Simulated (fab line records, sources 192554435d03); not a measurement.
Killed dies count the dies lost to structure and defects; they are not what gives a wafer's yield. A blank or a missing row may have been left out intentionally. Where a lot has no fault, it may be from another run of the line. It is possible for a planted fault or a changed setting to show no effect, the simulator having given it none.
Matching of chambers | flow n5_finfet | 4 sister chambers for N5_BEOL_M13_ETCH_59 on rie_diel-02
The step etches BARC in N2/H2, target depth 89 nm, overetch 26.7 nm, time 67.9 s. 20 wafers are shown with their chamber, then 10 later ones without.

## WAFERS PAIRED WITH THEIR CHAMBERS
wafer  | chamber | showerhead_plenum_p_Torr (Torr) | throttle_valve_pct (%) | drypump_motor_current_A (A)
L081.2 | 3       | 2.42                            | 17.83                  | 5.9
L081.3 | 2       | 2.71                            | 17.93                  | 5.7
L081.5 | 0       | 2.57                            | 17.40                  | 6.7
L082.3 | 1       | 2.40                            | 18.15                  | 5.8
L082.4 | 3       | 2.42                            | 17.83                  | 5.8
L082.6 | 0       | 2.57                            | 17.42                  | 6.7
L083.4 | 3       | 2.42                            | 17.85                  | 5.9
L083.5 | 1       | 2.40                            | 18.18                  | 5.7
L083.6 | 2       | 2.71                            | 17.95                  | 5.7
L084.2 | 1       | 2.40                            | 18.17                  | 5.7
L084.4 | 2       | 2.71                            | 17.93                  | 5.7
L084.6 | 1       | 2.40                            | 18.17                  | 5.8
L085.1 | 2       | 2.70                            | 17.94                  | 5.7
L085.2 | 0       | 2.56                            | 17.44                  | 6.7
L085.6 | 1       | 2.40                            | 18.18                  | 5.7
L088.1 | 2       | 2.70                            | 17.96                  | 5.7
L088.2 | 0       | 2.56                            | 17.45                  | 6.7
L088.3 | 3       | 2.41                            | 17.84                  | 5.8
L087.2 | 0       | 2.56                            | 17.45                  | 6.7
L087.3 | 2       | 2.70                            | 17.99                  | 5.7

SIGNATURES (averages over the wafers above)
reading                  | chamber 0 | chamber 1 | chamber 2 | chamber 3 | scatter within a chamber
showerhead_plenum_p_Torr | 2.5640    | 2.4000    | 2.7050    | 2.4175    | 0.00464
throttle_valve_pct       | 17.4320   | 18.1700   | 17.9500   | 17.8375   | 0.0183
drypump_motor_current_A  | 6.700     | 5.740     | 5.700     | 5.850     | 0.0371
Rule: a wafer lies at a distance from a chamber equal to the root of the sum of squares, over the readings, of (its reading less the chamber's mean, divided by the reading's scatter). The wafer belongs to the nearest chamber; if the next one is less than 2 further off, it can't be placed. How the scatter is found: for the shown wafers, subtract from each reading the mean of its chamber, square and add these, divide the total by (wafers less chambers), then take the root.

## WAFERS WITH NO CHAMBER GIVEN
wafer  | showerhead_plenum_p_Torr (Torr) | throttle_valve_pct (%) | drypump_motor_current_A (A)
L087.6 | 2.70                            | 17.96                  | 5.7
L090.1 | 2.70                            | 17.98                  | 5.7
L090.3 | 2.39                            | 18.20                  | 5.7
L090.5 | 2.70                            | 17.99                  | 5.7
L092.1 | 2.56                            | 17.46                  | 6.7
L092.3 | 2.70                            | 18.01                  | 5.7
L092.4 | 2.39                            | 18.21                  | 5.8
L097.2 | 2.41                            | 17.88                  | 5.8
L097.4 | 2.69                            | 17.98                  | 5.7
L097.5 | 2.69                            | 17.98                  | 5.7

## WHICH CHAMBER EACH ONE RAN IN
wafer  | from the rows above | in truth
L087.6 | 2                   | 2
L090.1 | 2                   | 2
L090.3 | 1                   | 1
L090.5 | 2                   | 2
L092.1 | 0                   | 0
L092.3 | 2                   | 2
L092.4 | 1                   | 1
L097.2 | 3                   | 3
L097.4 | 2                   | 2
L097.5 | 2                   | 2
Placed correctly: 10 of 10. Can't be placed from these rows: 0. Placed wrongly: 0.
